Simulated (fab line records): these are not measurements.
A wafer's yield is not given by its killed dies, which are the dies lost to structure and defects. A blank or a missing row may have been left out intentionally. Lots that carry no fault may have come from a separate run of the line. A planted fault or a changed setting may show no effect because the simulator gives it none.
3 desks, one fault || flow n5_finfet || what lay behind the numbers comes last; until then each desk has only its own

== THE TOOL OWNER'S DESK: krf_scanner-02 ==
The tool's own readings at N5_WELL_APT_EXPOSE_22 (exposes mask PWELL, defocus 0 nm, target cd 200 nm): means of the sampled wafers that have a number, for each lot that ran on this tool. The brackets show how far a lot's mean lies from the usual mean; more than 4 standard deviations puts the lot out of limits, marked OUT.
Columns: A = reticle_temp_C at N5_WELL_APT_EXPOSE_22, usual 22.99 C; B = stage_vel_mm_s at N5_WELL_APT_EXPOSE_22, usual 500.02 mm/s
{"lot": "L193", "first seen here": "day 2 08:48", "A": 23.03, "B": 500.27}
{"lot": "L195", "first seen here": "day 2 20:56", "A": 22.92, "B": 500.06}
{"lot": "L197", "first seen here": "day 3 09:37", "A": 23.03, "B": 500.25}
{"lot": "L209", "first seen here": "day 6 08:50", "A": 22.90, "B": 500.06}
{"lot": "L210", "first seen here": "day 6 15:16", "A": 23.11, "B": 500.10}
Result from this desk: across the 5 lots, nothing is out of limits.

== THE DEFECT DESK ==
Inspection counts along the route, by lot: the mean over sampled wafers that carry a number. The brackets show how far a lot's mean lies from the usual mean; more than 4 standard deviations puts the lot out of limits, marked OUT.
Columns: A = raw_defect_count at N5_WELL_APT_INSPECT_38, usual 14
{"lot": "L193", "first seen here": "day 2 10:42", "A": 16}
{"lot": "L195", "first seen here": "day 2 22:52", "A": 10}
{"lot": "L197", "first seen here": "day 3 11:59", "A": 16}
{"lot": "L198", "first seen here": "day 3 16:41", "A": 13}
{"lot": "L199", "first seen here": "day 3 22:55", "A": 13}
{"lot": "L209", "first seen here": "day 6 10:57", "A": 16}
{"lot": "L210", "first seen here": "day 6 17:47", "A": 17}
{"lot": "L211", "first seen here": "day 6 23:08", "A": 24}
{"lot": "L212", "first seen here": "day 7 05:22", "A": 10}
{"lot": "L213", "first seen here": "day 7 11:03", "A": 20}
Result from this desk: across the 10 lots, nothing is out of limits.

== THE METROLOGY DESK ==
What the gauges read, lot by lot, whatever tool the lot ran on: means of the sampled wafers that have a number. The brackets show how far a lot's mean lies from the usual mean; more than 4 standard deviations puts the lot out of limits, marked OUT. It has 12 readings, of which 7 appear: the earliest out of limits, and the ones furthest out on some lot.
Columns: A = cd_nm at N5_WELL_APT_CD_MEAS_25, usual 199.0 nm; B = PWELL_OVL at N5_WELL_APT_OVL_MEAS_26, usual -1 nm; C = ION_N at N5_BEOL_M4_RC_MEAS_101, usual 677 uA/um; D = ION_P at N5_BEOL_M4_RC_MEAS_101, usual 464 uA/um; E = SS_N at N5_BEOL_M4_RC_MEAS_101, usual 72.0 mV/dec; F = VT_N at N5_BEOL_M4_RC_MEAS_101, usual 249 mV; G = VT_P at N5_BEOL_M4_RC_MEAS_101, usual -249 mV
{"lot": "L193", "first seen here": "day 2 08:58", "A": 198.3, "B": -0, "C": 664, "D": 453, "E": 72.4, "F": 250, "G": -253}
{"lot": "L195", "first seen here": "day 2 21:07", "A": 198.9, "B": 2, "C": 680, "D": 464, "E": 72.1, "F": 249, "G": -251}
{"lot": "L197", "first seen here": "day 3 09:47", "A": 198.4, "B": 5, "C": 662, "D": 456, "E": 71.2, "F": 250, "G": -250}
{"lot": "L198", "first seen here": "day 3 14:57", "A": 205.6, "B": -2, "C": 676, "D": 464, "E": 72.0, "F": 250, "G": -246}
{"lot": "L199", "first seen here": "day 3 21:04", "A": 200.8, "B": -7, "C": 678, "D": 469, "E": 71.4, "F": 247, "G": -245}
{"lot": "L209", "first seen here": "day 6 09:00", "A": 198.6, "B": "23 (+4.4) OUT", "C": 678, "D": 469, "E": 71.8, "F": 248, "G": -246}
{"lot": "L210", "first seen here": "day 6 15:26", "A": 196.3, "B": "26 (+4.8) OUT", "C": 686, "D": 473, "E": 72.2, "F": 246, "G": -246}
{"lot": "L211", "first seen here": "day 6 21:13", "A": 201.5, "B": -3, "C": 695, "D": 467, "E": 72.0, "F": 246, "G": -250}
{"lot": "L212", "first seen here": "day 7 02:49", "A": 197.1, "B": -8, "C": 684, "D": 465, "E": 72.2, "F": 245, "G": -251}
{"lot": "L213", "first seen here": "day 7 08:56", "A": 199.7, "B": -3, "C": 667, "D": 454, "E": 72.2, "F": 249, "G": -252}
This desk's result: L209, L210 out of limits, first on L209 (PWELL_OVL at N5_WELL_APT_OVL_MEAS_26), day 6 09:02. L193, L195, L197, L198, L199, L211, L212, L213: within limits.

== PUT TOGETHER ==
The metrology desk could have raised an alarm at day 6 09:02, on L209, L210.
The desk of the tool owner found nothing out of limits.
The defect desk saw nothing out of limits.
On record at the tool owner's desk: L209, L210, within its limits.
The defect desk has L209, L210 on record, within its limits.
The lots listed all ran N5_WELL_APT_EXPOSE_22 on krf_scanner-02.

== WHAT THE SIMULATOR HAD INSERTED ==
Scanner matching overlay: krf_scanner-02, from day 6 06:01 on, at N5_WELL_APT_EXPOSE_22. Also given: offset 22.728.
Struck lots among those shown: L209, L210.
Delay in hours, fault start to first out-of-limits reading, per desk: metrology desk 3.
